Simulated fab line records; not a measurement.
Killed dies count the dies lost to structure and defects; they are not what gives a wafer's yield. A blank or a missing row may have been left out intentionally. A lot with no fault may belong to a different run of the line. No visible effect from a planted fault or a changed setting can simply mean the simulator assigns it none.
fab line records | flow n5Finfet
record: lots: 7 | wafers: 21
route steps=1938 shown BEOL_M4@1084 BEOL_M6@1239 BEOL_M7@1308 BEOL_M8@1368 BEOL_M9@1405
startH: the number of hours between the record's first day and the start of the first shown wafer of the lot | waitH: hours elapsed since this lot's preceding step | " unchanged from the row above | L1.1+2: one row covering several wafers at once | - no value, or no start given | * or withheld: withheld | < > ~ a bound
route shown NAME@n: names a module that has steps shown in the file, with the first one's number in the route | usual: mean and standard deviation over wafers with no fault | same: alike in all rows | chamber/n: place in a boat | sites: per-site readings | _std_site: their standard deviation | _edge_site: inner sites' mean taken away from outer sites' mean | radiusMm: for every site, how far away it sits from the centre of the wafer | mask NAME#n: copy n | behind: the most recent tool/chamber to have shaped the wafer | hold: the reason the lot was held/the length of the hold in hours/how it ended | device: transistor that didn't switch, given as n, p or np | end of line: at the end of the route, the tests of the same wafers | a step given without rows: its recipe and nothing more | killed: not the wafer's yield, but the dies lost to structure and defects at the first sort | map: a wafer's dies, marking killed ones x, the rest . and places with no die _
set.NAME: setting as actually run; set.NAME@STEP: the setting as run at that earlier step | model.NAME: the simulator's own value behind a step, which no gauge read
lots where settings were altered on purpose, with a table for each step and a row for each wafer
== steps ==
step: N5_BEOL_M4_SPUTTER_48
recipe: material: Cu | targetThkA: 45 | tempC: -20 | chamberPressurePa: 0.07 | powerW: withheld | timeS: 8.29
lot.wafer  | tool          | chamber | startH | waitH | set.timeS | model.Cu_of_BEOL_M4_SPUTTER_48.thkNm
L074.2+3+6 | pvdSputter-01 | -       | 159.98 | 0.1   | 8.29      | 4.6
L078.4+5+6 | pvdSputter-03 | -       | 186.18 | 0.0   | 8.29      | 4.4
L080.1     | pvdSputter-02 | -       | 201.89 | 0.3   | 9.436     | 5.2
L080.5     | "             | -       | "      | "     | 8.29      | 4.6
L080.6     | "             | -       | "      | "     | 9.436     | 5
L081.3     | pvdSputter-01 | -       | 211.38 | 0.1   | 7.335     | -
L081.4     | "             | -       | "      | "     | 7.335     | 4.2
L081.5     | "             | -       | "      | "     | 8.29      | 4.6
L089.2+5   | pvdSputter-03 | -       | 257.91 | 0.3   | 8.29      | 4.6
L089.4     | "             | -       | "      | "     | 8.29      | 4.4
L092.1     | pvdSputter-03 | -       | 280.53 | 0.3   | 8.29      | 4.6
L092.3     | "             | -       | "      | "     | 7.811     | 4.4
L092.5     | "             | -       | "      | "     | 7.811     | -
L095.1     | pvdSputter-01 | -       | 297.76 | 0.1   | 7.167     | 4
L095.2     | "             | -       | "      | "     | 8.29      | 4.6
L095.3     | "             | -       | "      | "     | 7.167     | -
step: N5_BEOL_M6_TRENCH_ETCH_37
recipe: chemistry: C4F6/O2 | targetDepthA: 944.35 | target: SiCOH_lowk | timeS: 31.5 | ionEnergyEv: 250 | pressureMtorr: 30 | sourceW: 345 | biasW: 185 | Ar_flow_sccm: 300 | C4F6_flow_sccm: 10 | O2_flow_sccm: 10
usual: rfVppV: 667/6.6
lot.wafer | tool       | chamber | startH | waitH | set.sourceW | rfVppV | model.etch.depthNm | model.BEOL_M6.featureDepthNm
L074.2    | rieDiel-06 | 0       | -      | -     | 345         | 655    | 93.1               | 93.2
L074.3    | "          | 3       | "      | "     | 345         | 663    | 94.08              | 94
L074.6    | "          | 2       | "      | "     | 377.9       | 633    | 98.56              | 98.6
L078.4    | rieDiel-04 | 1       | -      | -     | 345         | 668    | 94.59              | 94.6
L078.5    | "          | 0       | "      | "     | 345         | 682    | 94.52              | 94.6
L078.6    | "          | 1       | "      | "     | 345         | 669    | 94.86              | 94.8
L080.1    | rieDiel-05 | 1       | -      | -     | 345         | 674    | 95.12              | 95.2
L080.5    | "          | 2       | "      | "     | 345         | 664    | 96.02              | 96
L080.6    | "          | 1       | "      | "     | 345         | 676    | 95.57              | 95.6
L081.3    | rieDiel-04 | 3       | -      | -     | 371.1       | 645    | 98.6               | 98.6
L081.4    | "          | 1       | "      | "     | 371.1       | 646    | 97.1               | 97.2
L081.5    | "          | 1       | "      | "     | 371.1       | 643    | 96.99              | 97
L089.2    | rieDiel-05 | 0       | -      | -     | 300.4       | 714    | 89.41              | 89.4
L089.4    | "          | 1       | "      | "     | 345         | 675    | 93.12              | 93.2
L089.5    | "          | 0       | "      | "     | 300.4       | 715    | 90                 | 90
L092.1    | rieDiel-05 | 2       | -      | -     | 345         | 664    | 93.85              | 93.8
L092.3    | "          | 3       | "      | "     | 345         | 669    | 94.35              | 94.4
L092.5    | "          | 3       | "      | "     | 345         | 669    | 93.68              | 93.6
L095.1    | rieDiel-06 | 3       | -      | -     | 345         | 676    | 96.42              | 96.4
L095.2    | "          | 1       | "      | "     | 291.9       | 724    | 88.46              | 88.4
L095.3    | "          | 0       | "      | "     | 291.9       | 714    | 88                 | 88
step: N5_BEOL_M6_ETCH_41
recipe: chemistry: CH3F/O2 | target: SiCN | targetDepthA: 297 | taperDeg: 2 | timeS: 52 | ionEnergyEv: 120 | maskMaterial: TiN | pressureMtorr: 30 | sourceW: 395 | biasW: 75 | Ar_flow_sccm: 150 | CH3F_flow_sccm: 30 | O2_flow_sccm: 20
step: N5_BEOL_M6_STRIP_80
recipe: chemistry: N2/H2 | timeS: 10 | powerW: 450 | tempC: 40 | pressureMtorr: 20 | rfFrequencyHz: 6e+07 | biasPowerW: 7 | n2FlowSccm: 200 | h2FlowSccm: 200
step: N5_BEOL_M6_OCD_MEAS_38
usual: trenchDepthNm: 94.6/1.3
lot.wafer | tool   | chamber | startH | waitH | set.sourceW@BEOL_M6_TRENCH_ETCH_37 | trenchDepthNm
L074.2    | ocd-01 | -       | 183.26 | -     | 345                                | 92.7
L074.3    | "      | -       | "      | "     | 345                                | 93.9
L074.6    | "      | -       | "      | "     | 377.9                              | 98.7
L078.4    | ocd-01 | -       | 209.12 | -     | 345                                | 94.4
L078.5    | "      | -       | "      | "     | 345                                | 94.1
L078.6    | "      | -       | "      | "     | 345                                | 94.7
L080.1    | ocd-02 | -       | 221.32 | -     | 345                                | 95.2
L080.5    | "      | -       | "      | "     | 345                                | 96.0
L080.6    | "      | -       | "      | "     | 345                                | 96.0
L081.3    | ocd-02 | -       | 230.82 | -     | 371.1                              | 98.1
L081.4    | "      | -       | "      | "     | 371.1                              | 97.5
L081.5    | "      | -       | "      | "     | 371.1                              | 96.3
L089.2    | ocd-01 | -       | 277.71 | -     | 300.4                              | 89.5
L089.4    | "      | -       | "      | "     | 345                                | 93.2
L089.5    | "      | -       | "      | "     | 300.4                              | 89.3
L092.1    | ocd-02 | -       | 301.17 | -     | 345                                | 93.5
L092.3    | "      | -       | "      | "     | 345                                | 94.9
L092.5    | "      | -       | "      | "     | 345                                | 93.5
L095.1    | ocd-02 | -       | 320.32 | -     | 345                                | 96.2
L095.2    | "      | -       | "      | "     | 291.9                              | 88.3
L095.3    | "      | -       | "      | "     | 291.9                              | 88.1
step: N5_BEOL_M6_ALD_77
recipe: material: TaN | targetThkA: 20 | tempC: 275 | aldPrecursorFamily: PDMAT | aldCoReactant: NH3 | pressureTorr: 3 | carrierFlowSccm: 1500 | pulseTimeS: 2 | purgeTimeS: 3 | coReactantPurgeTimeS: 2 | coReactantPulseTimeS: 3 | aldCycles: 40 | precursorVesselTempC: 75 | precursorVesselPressureTorr: 26.25 | precursorVesselCarrierSccm: 1000
lot.wafer  | tool        | chamber | startH | waitH | set.coReactantPulseTimeS
L074.2+6   | aldMetal-01 | 0,2     | 185.25 | 0.0   | 3
L074.3     | "           | 3       | "      | "     | 2.5
L078.4+5+6 | aldMetal-04 | 2,1,0   | 210.01 | 0.0   | 3
L080.1+5+6 | aldMetal-03 | 2,3,2   | 222.20 | 0.1   | 3
L081.3+4+5 | aldMetal-03 | 0,2,2   | 231.94 | 0.0   | 3
L089.2+5   | aldMetal-04 | 3       | 278.92 | 0.0   | 2.693
L089.4     | "           | 0       | "      | "     | 3
L092.1+3+5 | aldMetal-04 | 2,0,0   | 301.84 | 0.0   | 3.644
L095.1+3   | aldMetal-01 | 3,2     | 321.03 | 0.0   | 3.39
L095.2     | "           | 1       | "      | "     | 3
step: N5_BEOL_M6_SURFACE_TREAT_79
recipe: gas: Ar | timeS: * | ionEnergyEv: * | ionCurrentMaCm2: 0.5 | pressureMtorr: * | arFlowSccm: 30
step: N5_BEOL_M6_CVD_78
recipe: material: Co | targetThkA: 20 | tempC: withheld | precursor: CCTBA/H2 | pressureTorr: 30 | timeS: 142.3
step: N5_BEOL_M6_ECD_50
recipe: material: Cu | targetThkA: 3000
step: N5_BEOL_M6_ANNEAL_51
recipe: tempC: 225 | timeS: 90 | ambient: N2
step: N5_BEOL_M6_CMP_52
recipe: stopOn: SiCOH_lowk | tOverpolishS: 6.9 | downForcePsi: 1 | platenRpm: 50 | clearingPlatenDownForcePsi: 1.5 | clearingPlatenRpm: 50 | postCmpClean: cuAlkaline | targetThkNm: 80 | clearingPlatenPadVelocityMS: 0.99484 | padVelocityMS: 0.99484
lot.wafer | tool   | chamber | startH | waitH | set.sourceW@BEOL_M6_TRENCH_ETCH_37 | model.Cu_of_BEOL_M6_ECD_50.thkNm
L074.3    | cmp-03 | 0       | 186.43 | 0.2   | 345                                | 79.6
L074.2    | "      | 1       | "      | "     | 345                                | 80
L074.6    | "      | 0       | "      | "     | 377.9                              | 84
L078.4    | cmp-03 | 3       | 212.04 | 0.2   | 345                                | 79.8
L078.5    | "      | 1       | "      | "     | 345                                | 78.8
L078.6    | "      | 2       | "      | "     | 345                                | 80.6
L080.1    | cmp-04 | 3       | 224.18 | 0.6   | 345                                | 79.2
L080.5    | "      | 0       | "      | "     | 345                                | 79.8
L080.6    | "      | 1       | "      | "     | 345                                | 80.6
L081.3    | cmp-03 | 3       | 233.24 | 0.2   | 371.1                              | 83.4
L081.4    | "      | 1       | "      | "     | 371.1                              | 83
L081.5    | "      | 3       | "      | "     | 371.1                              | 83.8
L089.4    | cmp-01 | 3       | 280.97 | 0.1   | 345                                | 79.6
L089.2    | "      | 0       | "      | "     | 300.4                              | 76
L089.5    | "      | 3       | "      | "     | 300.4                              | 76.4
L092.3    | cmp-04 | 2       | 303.39 | 0.2   | 345                                | 77.6
L092.1    | "      | 3       | "      | "     | 345                                | 79
L092.5    | "      | 2       | "      | "     | 345                                | 78.6
L095.2    | cmp-04 | 0       | 322.50 | 0.2   | 291.9                              | 72.6
L095.3    | "      | 1       | "      | "     | 291.9                              | 74.8
L095.1    | "      | 3       | "      | "     | 345                                | 81
step: N5_BEOL_M6_THK_MEAS_53
recipe: thkMeasGauge: xrf | reads: Cu_of_BEOL_M6_ECD_50
usual: M6_THK: 81.2/1.4
lot.wafer | tool         | chamber | startH | waitH | set.sourceW@BEOL_M6_TRENCH_ETCH_37 | M6_THK[nm]
L074.2    | filmMetro-02 | -       | 186.69 | -     | 345                                | 80.9
L074.3    | "            | -       | "      | "     | 345                                | 80.9
L074.6    | "            | -       | "      | "     | 377.9                              | 85.1
L078.4    | filmMetro-02 | -       | 212.26 | -     | 345                                | 80.2
L078.5    | "            | -       | "      | "     | 345                                | 78.5
L078.6    | "            | -       | "      | "     | 345                                | 80.9
L080.1    | filmMetro-02 | -       | 224.36 | -     | 345                                | 80.9
L080.5    | "            | -       | "      | "     | 345                                | 81.1
L080.6    | "            | -       | "      | "     | 345                                | 82.1
L081.3    | filmMetro-02 | -       | 233.49 | -     | 371.1                              | 84.3
L081.4    | "            | -       | "      | "     | 371.1                              | 84.0
L081.5    | "            | -       | "      | "     | 371.1                              | 84.9
L089.2    | filmMetro-01 | -       | 281.27 | -     | 300.4                              | 77.7
L089.4    | "            | -       | "      | "     | 345                                | 81.9
L089.5    | "            | -       | "      | "     | 300.4                              | 78.0
L092.1    | filmMetro-02 | -       | 303.64 | -     | 345                                | 80.3
L092.3    | "            | -       | "      | "     | 345                                | 79.7
L092.5    | "            | -       | "      | "     | 345                                | 80.1
L095.1    | filmMetro-01 | -       | 322.79 | -     | 345                                | 81.1
L095.2    | "            | -       | "      | "     | 291.9                              | 73.0
L095.3    | "            | -       | "      | "     | 291.9                              | 75.0
step: N5_BEOL_M6_PRE_CLEAN_55
recipe: gas: NH3 | timeS: 15 | tempC: withheld | rfPowerW: 300
step: N5_BEOL_M6_DEP_56
recipe: material: SiCN | targetThkA: 100 | tempC: withheld | precursor: 3MS/NH3 | pressureTorr: 3 | rfW: 202 | timeS: 17.5
step: N5_BEOL_M6_RS_MEAS_57
recipe: thkMeasGauge: four-point-probe | reads: Cu_of_BEOL_M6_ECD_50+Co_of_BEOL_M6_CVD_78+TaN_of_BEOL_M6_ALD_77
usual: M6_RS: 0.285/0.0055
lot.wafer | tool         | chamber | startH | waitH | set.sourceW@BEOL_M6_TRENCH_ETCH_37 | M6_RS[ohm/sq]
L074.2    | filmMetro-01 | -       | 186.83 | 0.1   | 345                                | 0.285
L074.3    | "            | -       | "      | "     | 345                                | 0.287
L074.6    | "            | -       | "      | "     | 377.9                              | 0.270
L078.4    | filmMetro-02 | -       | 212.39 | 0.0   | 345                                | 0.287
L078.5    | "            | -       | "      | "     | 345                                | 0.292
L078.6    | "            | -       | "      | "     | 345                                | 0.284
L080.1    | filmMetro-01 | -       | 224.49 | 0.1   | 345                                | 0.290
L080.5    | "            | -       | "      | "     | 345                                | 0.287
L080.6    | "            | -       | "      | "     | 345                                | 0.284
L081.3    | filmMetro-02 | -       | 233.62 | 0.1   | 371.1                              | 0.272
L081.4    | "            | -       | "      | "     | 371.1                              | 0.274
L081.5    | "            | -       | "      | "     | 371.1                              | 0.271
L089.2    | filmMetro-02 | -       | 281.40 | 0.1   | 300.4                              | 0.305
L089.4    | "            | -       | "      | "     | 345                                | 0.288
L089.5    | "            | -       | "      | "     | 300.4                              | 0.302
L092.1    | filmMetro-02 | -       | 303.77 | 0.1   | 345                                | 0.290
L092.3    | "            | -       | "      | "     | 345                                | 0.297
L092.5    | "            | -       | "      | "     | 345                                | 0.293
L095.1    | filmMetro-01 | -       | 322.95 | 0.1   | 345                                | 0.282
L095.2    | "            | -       | "      | "     | 291.9                              | 0.321
L095.3    | "            | -       | "      | "     | 291.9                              | 0.310
step: N5_BEOL_M7_TRENCH_ETCH_37
recipe: chemistry: C4F6/O2 | targetDepthA: 934.78 | target: SiCOH_lowk | timeS: 31.2 | ionEnergyEv: 250 | pressureMtorr: 30 | sourceW: 345 | biasW: 185 | Ar_flow_sccm: 300 | C4F6_flow_sccm: 10 | O2_flow_sccm: 10
usual: rfVppV: 667/5.4
lot.wafer | tool       | chamber | startH | waitH | set.biasW | rfVppV | model.BEOL_M7.featureDepthNm | model.etch.depthNm
L074.2    | rieDiel-02 | 0       | -      | -     | 216.7     | 757    | 98.8                         | 98.72
L074.3    | "          | 3       | "      | "     | 185       | 670    | 92.8                         | 92.82
L074.6    | "          | 1       | "      | "     | 185       | 666    | 94                           | 94.09
L078.4    | rieDiel-01 | 1       | -      | -     | 185       | 670    | 94.6                         | 94.65
L078.5    | "          | 3       | "      | "     | 185       | 679    | 95                           | 94.94
L078.6    | "          | 2       | "      | "     | 185       | 664    | 96.4                         | 96.48
L080.1    | rieDiel-02 | 0       | -      | -     | 203.8     | 719    | 96                           | 95.9
L080.5    | "          | 3       | "      | "     | 203.8     | 724    | 95.2                         | 95.11
L080.6    | "          | 0       | "      | "     | 185       | 666    | 93.2                         | 93.12
L081.3    | rieDiel-02 | 1       | -      | -     | 185       | 665    | 93.8                         | 93.77
L081.4    | "          | 2       | "      | "     | 185       | 660    | 93.4                         | 93.49
L081.5    | "          | 1       | "      | "     | 185       | 665    | 93.6                         | 93.55
L089.2    | rieDiel-01 | 0       | -      | -     | 185       | 668    | 95                           | 95
L089.4    | "          | 3       | "      | "     | 185       | 681    | 93.6                         | 93.64
L089.5    | "          | 0       | "      | "     | 185       | 668    | 94.6                         | 94.5
L092.1    | rieDiel-01 | 1       | -      | -     | 185       | 670    | 94.2                         | 94.28
L092.3    | "          | 1       | "      | "     | 164.2     | 609    | 90.6                         | 90.56
L092.5    | "          | 3       | "      | "     | 185       | 678    | 93.4                         | 93.48
L095.1    | rieDiel-01 | 2       | -      | -     | 185       | 665    | 94.4                         | 94.33
L095.2    | "          | 3       | "      | "     | 185       | 679    | 93                           | 93.09
L095.3    | "          | 1       | "      | "     | 185       | 669    | 93.6                         | 93.61
step: N5_BEOL_M7_ETCH_41
recipe: chemistry: CH3F/O2 | target: SiCN | targetDepthA: 319 | taperDeg: 2 | timeS: 57.8 | ionEnergyEv: 120 | maskMaterial: TiN | pressureMtorr: 30 | sourceW: 395 | biasW: 75 | Ar_flow_sccm: 150 | CH3F_flow_sccm: 30 | O2_flow_sccm: 20
usual: rfVppV: 297.9/1.4
lot.wafer | tool       | chamber | startH | waitH | set.sourceW | rfVppV | model.etch.depthNm
L074.2    | rieDiel-02 | 0       | -      | -     | 395         | 299.9  | 21.96
L074.3    | "          | 3       | "      | "     | 395         | 298.6  | 21.68
L074.6    | "          | 1       | "      | "     | 395         | 297.2  | 21.82
L078.4    | rieDiel-01 | 1       | -      | -     | 395         | 296.9  | 22
L078.5    | "          | 3       | "      | "     | 395         | 298.8  | 22.03
L078.6    | "          | 2       | "      | "     | 395         | 297.6  | 22.1
L080.1    | rieDiel-02 | 0       | -      | -     | 354.9       | 309.7  | 21.19
L080.5    | "          | 3       | "      | "     | 395         | 298.6  | 21.58
L080.6    | "          | 0       | "      | "     | 354.9       | 310.7  | 20.95
L081.3    | rieDiel-02 | 1       | -      | -     | 395         | 296.4  | 21.94
L081.4    | "          | 2       | "      | "     | 329.5       | 313.4  | 20.55
L081.5    | "          | 1       | "      | "     | 395         | 296.5  | 21.97
L089.2    | rieDiel-01 | 0       | -      | -     | 395         | 299.3  | 22.03
L089.4    | "          | 3       | "      | "     | 395         | 297.5  | 22.08
L089.5    | "          | 0       | "      | "     | 330.3       | 317.6  | 20.55
L092.1    | rieDiel-01 | 1       | -      | -     | 350.9       | 308.9  | 20.79
L092.3    | "          | 1       | "      | "     | 350.9       | 310.8  | 21.05
L092.5    | "          | 3       | "      | "     | 395         | 298.0  | 21.84
L095.1    | rieDiel-01 | 2       | -      | -     | 395         | 296.0  | 22.29
L095.2    | "          | 3       | "      | "     | 435.5       | 287.9  | 22.77
L095.3    | "          | 1       | "      | "     | 435.5       | 286.6  | 22.52
step: N5_BEOL_M7_STRIP_80
recipe: chemistry: N2/H2 | timeS: 10 | powerW: 450 | tempC: 40 | pressureMtorr: 20 | rfFrequencyHz: 6e+07 | biasPowerW: 7 | n2FlowSccm: 200 | h2FlowSccm: 200
step: N5_BEOL_M7_OCD_MEAS_38
usual: trenchDepthNm: 93.7/1.2
lot.wafer | tool   | chamber | startH | waitH | set.biasW@BEOL_M7_TRENCH_ETCH_37 | trenchDepthNm
L074.2    | ocd-02 | -       | 192.29 | -     | 216.7                            | 98.8
L074.3    | "      | -       | "      | "     | 185                              | 92.7
L074.6    | "      | -       | "      | "     | 185                              | 94.3
L078.4    | ocd-01 | -       | 217.55 | -     | 185                              | 94.1
L078.5    | "      | -       | "      | "     | 185                              | 94.4
L078.6    | "      | -       | "      | "     | 185                              | 96.1
L080.1    | ocd-01 | -       | 230.12 | -     | 203.8                            | 95.5
L080.5    | "      | -       | "      | "     | 203.8                            | 94.8
L080.6    | "      | -       | "      | "     | 185                              | 93.3
L081.3    | ocd-01 | -       | 239.22 | -     | 185                              | 93.5
L081.4    | "      | -       | "      | "     | 185                              | 93.6
L081.5    | "      | -       | "      | "     | 185                              | 93.9
L089.2    | ocd-01 | -       | 285.32 | -     | 185                              | 95.7
L089.4    | "      | -       | "      | "     | 185                              | 93.7
L089.5    | "      | -       | "      | "     | 185                              | 94.6
L092.1    | ocd-01 | -       | 309.19 | -     | 185                              | 94.8
L092.3    | "      | -       | "      | "     | 164.2                            | 90.4
L092.5    | "      | -       | "      | "     | 185                              | 93.6
L095.1    | ocd-02 | -       | 330.36 | -     | 185                              | 94.8
L095.2    | "      | -       | "      | "     | 185                              | 93.3
L095.3    | "      | -       | "      | "     | 185                              | 93.7
step: N5_BEOL_M8_DESCUM_33
recipe: chemistry: O2 | timeS: 7 | sourcePowerW: 50 | biasPowerW: 20 | pressureMtorr: 20 | rfFrequencyHz: 2.712e+07 | tempC: 40 | resist: CAR-EUV | o2FlowSccm: 225
lot.wafer  | tool       | chamber | startH | waitH | set.timeS | model.CAR-EUV_of_BEOL_M8_COAT_22.thkNm
L074.2+3   | rieDiel-06 | 2,1     | 203.41 | 0.3   | 7         | 26
L074.6     | "          | 0       | "      | "     | 7         | 26.2
L078.4+5+6 | rieDiel-06 | 0,0,1   | 223.93 | 0.5   | 7         | 26.2
L080.1+5   | rieDiel-05 | 2       | 238.81 | 0.6   | 7         | 26.2
L080.6     | "          | 0       | "      | "     | 5.791     | 26.8
L081.3     | rieDiel-06 | 1       | 249.38 | 0.6   | 6.334     | 26.4
L081.4     | "          | 1       | "      | "     | 6.334     | 26.6
L081.5     | "          | 2       | "      | "     | 7         | 26.2
L089.2+4   | rieDiel-05 | 2,3     | 293.67 | 0.0   | 8.347     | 25.4
L089.5     | "          | 1       | "      | "     | 7         | 26
L092.1     | rieDiel-04 | 1       | 319.89 | 0.0   | 7         | 26.2
L092.3     | "          | 0       | "      | "     | 7.904     | 25.8
L092.5     | "          | 0       | "      | "     | 7.904     | 25.6
L095.1+2+3 | rieDiel-05 | 2,3,1   | 338.51 | 0.0   | 7         | 26
step: N5_BEOL_M8_ETCH_72
recipe: chemistry: N2/H2 | target: underlayer | targetDepthA: 65 | maskMaterial: CAR-EUV | timeS: 5.2 | ionEnergyEv: 200 | pressureMtorr: 30 | sourceW: 840 | biasW: 150 | n2FlowSccm: 200 | h2FlowSccm: 200 | ends: cleared
lot.wafer | tool       | chamber | startH | waitH | set.h2FlowSccm | set.timeS@BEOL_M8_DESCUM_33 | model.CAR-EUV_of_BEOL_M8_COAT_22.thkNm
L074.2    | rieDiel-06 | 2       | 203.44 | 0.0   | 204            | 7                           | 20.4
L074.3    | "          | 1       | "      | "     | 200            | 7                           | 20.2
L074.6    | "          | 0       | "      | "     | 200            | 7                           | 20.4
L078.4+6  | rieDiel-06 | 0,1     | 223.97 | 0.0   | 200            | 7                           | 20.4
L078.5    | "          | 0       | "      | "     | 200            | 7                           | 20.6
L080.1+5  | rieDiel-05 | 2       | 238.84 | 0.0   | 190.7          | 7                           | 20.4
L080.6    | "          | 0       | "      | "     | 200            | 5.791                       | 21
L081.3    | rieDiel-06 | 1       | 249.41 | 0.0   | 200            | 6.334                       | 20.6
L081.4    | "          | 1       | "      | "     | 208.7          | 6.334                       | 20.8
L081.5    | "          | 2       | "      | "     | 200            | 7                           | 20.4
L089.2    | rieDiel-05 | 2       | 293.70 | 0.0   | 194.9          | 8.347                       | 19.6
L089.4    | "          | 3       | "      | "     | 200            | 8.347                       | 19.6
L089.5    | "          | 1       | "      | "     | 194.9          | 7                           | 20.2
L092.1    | rieDiel-04 | 1       | 319.92 | 0.0   | 206.2          | 7                           | 20.4
L092.3+5  | "          | 0       | "      | "     | 200            | 7.904                       | 20
L095.1+3  | rieDiel-05 | 2,1     | 338.55 | 0.0   | 214            | 7                           | 20.4
L095.2    | "          | 3       | "      | "     | 200            | 7                           | 20.4
step: N5_BEOL_M9_HM_DEP_02
recipe: material: TiN | targetThkA: 200 | tempC: 25 | chamberPressurePa: 0.49996
lot.wafer  | tool          | chamber | startH | waitH | set.targetThkA | model.TiN_of_BEOL_M9_HM_DEP_02.thkNm
L074.2     | pvdSputter-01 | -       | 208.67 | 1.0   | 200            | 19.8
L074.3     | "             | -       | "      | "     | 200            | 20.6
L074.6     | "             | -       | "      | "     | 200            | 20.2
L078.4+6   | pvdSputter-01 | -       | 230.94 | 0.7   | 200            | 20.2
L078.5     | "             | -       | "      | "     | 200            | 20
L080.1+5+6 | pvdSputter-02 | -       | 245.40 | 1.4   | 200            | 19.8
L081.3     | pvdSputter-03 | -       | 255.63 | 0.7   | 217.7          | 21.8
L081.4     | "             | -       | "      | "     | 200            | 19.8
L081.5     | "             | -       | "      | "     | 200            | 20
L089.2     | pvdSputter-01 | -       | 299.60 | 1.7   | 200            | 20.2
L089.4     | "             | -       | "      | "     | 200            | 20
L089.5     | "             | -       | "      | "     | 200            | 19.8
L092.1+5   | pvdSputter-03 | -       | 326.41 | 2.5   | 200            | 20
L092.3     | "             | -       | "      | "     | 191.3          | 19.2
L095.1+3   | pvdSputter-01 | -       | 342.82 | 0.6   | 200            | 19.8
L095.2     | "             | -       | "      | "     | 183.3          | 17.8
== key ==
split: step: N5_BEOL_M4_SPUTTER_48 | setting: timeS | stated: 8.29 | by: wafer
response: step: N5_BEOL_M4_SPUTTER_48 | reading: model.Cu_of_BEOL_M4_SPUTTER_48.thkNm | change: +0.0382 | per: 1% | r: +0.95
split: step: N5_BEOL_M6_TRENCH_ETCH_37 | setting: sourceW | stated: 345 | by: wafer
response: step: N5_BEOL_M6_TRENCH_ETCH_37 | reading: rfVppV | change: -2.88 | per: 1% | r: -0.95
response: step: N5_BEOL_M6_TRENCH_ETCH_37 | reading: model.etch.depthNm | change: +0.44 | per: 1% | r: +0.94
response: step: N5_BEOL_M6_TRENCH_ETCH_37 | reading: model.BEOL_M6.featureDepthNm | change: +0.443 | per: 1% | r: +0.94
response: step: N5_BEOL_M6_OCD_MEAS_38 | reading: trenchDepthNm | change: +0.451 | per: 1% | r: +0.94
response: step: N5_BEOL_M6_CMP_52 | reading: model.Cu_of_BEOL_M6_ECD_50.thkNm | change: +0.397 | per: 1% | r: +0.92
response: step: N5_BEOL_M6_THK_MEAS_53 | reading: M6_THK | change: +0.405 | per: 1% | r: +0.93
response: step: N5_BEOL_M6_RS_MEAS_57 | reading: M6_RS | change: -0.00177 | per: 1% | r: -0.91
split: step: N5_BEOL_M6_ALD_77 | setting: coReactantPulseTimeS | stated: 3 | by: wafer
response none clear
split: step: N5_BEOL_M7_TRENCH_ETCH_37 | setting: biasW | stated: 185 | by: wafer
response: step: N5_BEOL_M7_TRENCH_ETCH_37 | reading: rfVppV | change: +5.36 | per: 1% | r: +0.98
response: step: N5_BEOL_M7_TRENCH_ETCH_37 | reading: model.BEOL_M7.featureDepthNm | change: +0.292 | per: 1% | r: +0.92
response: step: N5_BEOL_M7_TRENCH_ETCH_37 | reading: model.etch.depthNm | change: +0.29 | per: 1% | r: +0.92
response: step: N5_BEOL_M7_OCD_MEAS_38 | reading: trenchDepthNm | change: +0.289 | per: 1% | r: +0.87
split: step: N5_BEOL_M7_ETCH_41 | setting: sourceW | stated: 395 | by: wafer
response: step: N5_BEOL_M7_ETCH_41 | reading: rfVppV | change: -1.07 | per: 1% | r: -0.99
response: step: N5_BEOL_M7_ETCH_41 | reading: model.etch.depthNm | change: +0.0765 | per: 1% | r: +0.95
split: step: N5_BEOL_M8_DESCUM_33 | setting: timeS | stated: 7 | by: wafer
response: step: N5_BEOL_M8_DESCUM_33 | reading: model.CAR-EUV_of_BEOL_M8_COAT_22.thkNm | change: -0.0337 | per: 1% | r: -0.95
response: step: N5_BEOL_M8_ETCH_72 | reading: model.CAR-EUV_of_BEOL_M8_COAT_22.thkNm | change: -0.0323 | per: 1% | r: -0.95
split: step: N5_BEOL_M8_ETCH_72 | setting: h2FlowSccm | stated: 200 | by: wafer
response none clear
split: step: N5_BEOL_M9_HM_DEP_02 | setting: targetThkA | stated: 200 | by: wafer
response: step: N5_BEOL_M9_HM_DEP_02 | reading: model.TiN_of_BEOL_M9_HM_DEP_02.thkNm | change: +0.222 | per: 1% | r: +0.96
